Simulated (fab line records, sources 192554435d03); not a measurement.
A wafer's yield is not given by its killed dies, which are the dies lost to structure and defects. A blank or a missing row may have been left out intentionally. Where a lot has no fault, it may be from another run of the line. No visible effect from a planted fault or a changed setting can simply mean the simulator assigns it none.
Chamber matching / flow n5Finfet / N5_DUMMY_REMOVAL_HM_STRIP_01 on rieDiel-01: 4 sister chambers
The step strips SiNx in CH3F/O2, stops on poly-Si, target depth 4 nm, time 6.8 s. 4 wafers are shown with their chamber, then 9 later ones without.

WAFERS PAIRED WITH THEIR CHAMBERS
wafer=L081.6; chamber=2; showerheadPlenumPTorr (Torr)=2.06
wafer=L093.1; chamber=3; showerheadPlenumPTorr (Torr)=2.10
wafer=L094.1; chamber=1; showerheadPlenumPTorr (Torr)=1.93
wafer=L094.6; chamber=0; showerheadPlenumPTorr (Torr)=1.84

WAFERS MISSING THEIR CHAMBER
wafer=L095.1; showerheadPlenumPTorr (Torr)=1.93
wafer=L095.4; showerheadPlenumPTorr (Torr)=2.09
wafer=L095.6; showerheadPlenumPTorr (Torr)=1.93
wafer=L096.3; showerheadPlenumPTorr (Torr)=1.93
wafer=L096.4; showerheadPlenumPTorr (Torr)=2.09
wafer=L096.5; showerheadPlenumPTorr (Torr)=1.93
wafer=L097.3; showerheadPlenumPTorr (Torr)=2.09
wafer=L097.4; showerheadPlenumPTorr (Torr)=1.93
wafer=L097.6; showerheadPlenumPTorr (Torr)=2.05

WHICH CHAMBER EACH WENT THROUGH
wafer=L095.1; from the rows above=1; in truth=1
wafer=L095.4; from the rows above=3; in truth=3
wafer=L095.6; from the rows above=1; in truth=1
wafer=L096.3; from the rows above=1; in truth=1
wafer=L096.4; from the rows above=3; in truth=3
wafer=L096.5; from the rows above=1; in truth=1
wafer=L097.3; from the rows above=3; in truth=3
wafer=L097.4; from the rows above=1; in truth=1
wafer=L097.6; from the rows above=2; in truth=2
Correctly placed: 9 of 9. Number that these rows cannot place: 0. Placed wrongly: 0.
How it was worked out, from the rows above alone: a wafer's distance from a chamber is the root of the sum, over the readings, of the square of ((its reading less the chamber's mean) divided by the reading's scatter). The wafer belongs to the nearest chamber; if the next one is less than 2 further off, it can't be placed. The mean given for a chamber averages the wafers shown for that chamber. The scatter (one wafer shown for each chamber): square how far every hidden wafer sits from the nearest shown wafer, average those squares and take the square root.
